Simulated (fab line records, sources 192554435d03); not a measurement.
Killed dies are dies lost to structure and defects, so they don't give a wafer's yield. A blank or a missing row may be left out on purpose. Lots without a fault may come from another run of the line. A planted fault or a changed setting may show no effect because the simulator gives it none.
Chamber matching | flow n5_finfet | N5_ZERO_LAYER_PECVD_02 on pecvd-02: 3 sister chambers
The step deposits SiO2 from SiH4/N2O, target thk 10 nm, time 6 s. 6 wafers are shown with their chamber, then 7 later ones without.

WAFERS WITH THEIR CHAMBER
wafer  | chamber | showerhead_plenum_p_Torr (Torr) | showerhead_vpp_V (V)
L080.3 | 1       | 8.10                            | 967
L080.4 | 0       | 8.16                            | 1069
L081.2 | 1       | 8.12                            | 971
L081.4 | 2       | 8.01                            | 1081
L091.1 | 0       | 8.18                            | 1062
L091.2 | 2       | 8.01                            | 1065

WAFERS WITHOUT THEIR CHAMBER
wafer  | showerhead_plenum_p_Torr (Torr) | showerhead_vpp_V (V)
L091.3 | 8.12                            | 974
L092.1 | 7.98                            | 1068
L092.2 | 8.13                            | 970
L092.5 | 7.99                            | 1079
L096.3 | 8.02                            | 1059
L096.4 | 8.12                            | 968
L096.6 | 8.01                            | 1075

WHICH CHAMBER EACH WENT THROUGH
wafer  | from the rows above | in truth
L091.3 | 1                   | 1
L092.1 | 2                   | 2
L092.2 | 1                   | 1
L092.5 | 2                   | 2
L096.3 | 2                   | 2
L096.4 | 1                   | 1
L096.6 | 2                   | 2
Placed correctly: 7 of 7. Can't be placed from these rows: 0. Placed wrongly: 0.
How it was worked out, from the rows above alone: a wafer's distance from a chamber is the root of the sum, over the readings, of the square of ((its reading less the chamber's mean) divided by the reading's scatter). The wafer belongs to the nearest chamber; if the next one is less than 2 further off, it can't be placed. A chamber's mean is the mean of its shown wafers. The scatter: the root of (the sum of the squares of (reading less its chamber's mean) over the shown wafers, divided by (wafers less chambers)).
